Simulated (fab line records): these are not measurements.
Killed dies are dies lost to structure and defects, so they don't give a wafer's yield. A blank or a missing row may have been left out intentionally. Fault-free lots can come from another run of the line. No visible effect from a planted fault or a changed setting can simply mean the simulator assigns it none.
Matching of chambers :: flow n5-finfet :: rie-diel-03 running N5_BEOL_M10_DESCUM_33: 4 sister chambers
The step chemistry O2, time 7.9 s. 7 wafers are shown with their chamber, then 9 later ones without.

== EACH WAFER AND ITS CHAMBER ==
wafer: L082.6
chamber: 2
drypump-motor-current-A (A): 5.71
showerhead-plenum-p-Torr (Torr): 2.11

wafer: L085.2
chamber: 3
drypump-motor-current-A (A): 5.91
showerhead-plenum-p-Torr (Torr): 2.03

wafer: L085.3
chamber: 0
drypump-motor-current-A (A): 5.09
showerhead-plenum-p-Torr (Torr): 2.15

wafer: L085.6
chamber: 2
drypump-motor-current-A (A): 5.72
showerhead-plenum-p-Torr (Torr): 2.10

wafer: L083.1
chamber: 3
drypump-motor-current-A (A): 5.96
showerhead-plenum-p-Torr (Torr): 2.03

wafer: L083.4
chamber: 1
drypump-motor-current-A (A): 5.22
showerhead-plenum-p-Torr (Torr): 2.03

wafer: L083.5
chamber: 1
drypump-motor-current-A (A): 5.22
showerhead-plenum-p-Torr (Torr): 2.03

== WAFERS MISSING THEIR CHAMBER ==
wafer: L086.1
drypump-motor-current-A (A): 5.70
showerhead-plenum-p-Torr (Torr): 2.10

wafer: L086.3
drypump-motor-current-A (A): 5.25
showerhead-plenum-p-Torr (Torr): 2.03

wafer: L086.4
drypump-motor-current-A (A): 5.10
showerhead-plenum-p-Torr (Torr): 2.14

wafer: L093.3
drypump-motor-current-A (A): 5.91
showerhead-plenum-p-Torr (Torr): 2.03

wafer: L093.5
drypump-motor-current-A (A): 5.24
showerhead-plenum-p-Torr (Torr): 2.03

wafer: L093.6
drypump-motor-current-A (A): 5.71
showerhead-plenum-p-Torr (Torr): 2.10

wafer: L096.1
drypump-motor-current-A (A): 5.68
showerhead-plenum-p-Torr (Torr): 2.10

wafer: L096.5
drypump-motor-current-A (A): 5.07
showerhead-plenum-p-Torr (Torr): 2.14

wafer: L096.6
drypump-motor-current-A (A): 5.23
showerhead-plenum-p-Torr (Torr): 2.02

== CHAMBER TAKEN BY EACH ==
wafer: L086.1
from the rows above: 2
in truth: 2

wafer: L086.3
from the rows above: 1
in truth: 1

wafer: L086.4
from the rows above: 0
in truth: 0

wafer: L093.3
from the rows above: 3
in truth: 3

wafer: L093.5
from the rows above: 1
in truth: 1

wafer: L093.6
from the rows above: 2
in truth: 2

wafer: L096.1
from the rows above: 2
in truth: 2

wafer: L096.5
from the rows above: 0
in truth: 0

wafer: L096.6
from the rows above: 1
in truth: 1
9 of 9 placed correctly. Left unplaced by these rows: 0. Wrongly placed: 0.
How it was worked out, from the rows above alone: a wafer's distance from a chamber is the root of the sum, over the readings, of the square of ((its reading less the chamber's mean) divided by the reading's scatter). If the next closest chamber is less than 2 further off than the closest, the wafer can't be placed; otherwise it belongs to the closest. A chamber's mean is the mean of its shown wafers. The scatter: the root of (the sum of the squares of (reading less its chamber's mean) over the shown wafers, divided by (wafers less chambers)).
